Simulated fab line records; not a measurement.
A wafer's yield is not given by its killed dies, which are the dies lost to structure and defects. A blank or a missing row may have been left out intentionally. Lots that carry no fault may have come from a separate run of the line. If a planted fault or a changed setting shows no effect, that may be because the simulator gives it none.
Matching of chambers    flow nand-harc    rie-diel-12 running NHARC_A_CONTACT_DESCUM_74: 4 sister chambers
The step chemistry O2, time 3 s. 4 wafers are shown with their chamber, then 8 later ones without.

WAFERS, EACH WITH ITS CHAMBER
wafer   chamber  showerhead-plenum-p-Torr (Torr)
L079.5  1        1.87
L083.3  0        2.06
L083.6  3        2.01
L091.1  2        1.80

WAFERS WITH NO CHAMBER GIVEN
wafer   showerhead-plenum-p-Torr (Torr)
L091.3  2.00
L091.4  2.05
L094.2  1.79
L094.5  2.00
L094.6  1.79
L093.1  1.79
L093.5  2.00
L093.6  2.05

CHAMBER TAKEN BY EACH
wafer   from the rows above  in truth
L091.3  3                    3
L091.4  0                    0
L094.2  2                    2
L094.5  3                    3
L094.6  2                    2
L093.1  2                    2
L093.5  3                    3
L093.6  0                    0
Correctly placed: 8 of 8. From these rows, 0 cannot be placed. Wrongly placed: 0.
How it was worked out, from the rows above alone: a wafer's distance from a chamber is the root of the sum, over the readings, of the square of ((its reading less the chamber's mean) divided by the reading's scatter). The wafer belongs to the nearest chamber; if the next one is less than 2 further off, it can't be placed. For every chamber, the mean is computed from those of its wafers that are shown. The scatter: root of mean squared gap, hidden wafer to nearest shown wafer, with one shown wafer a chamber.
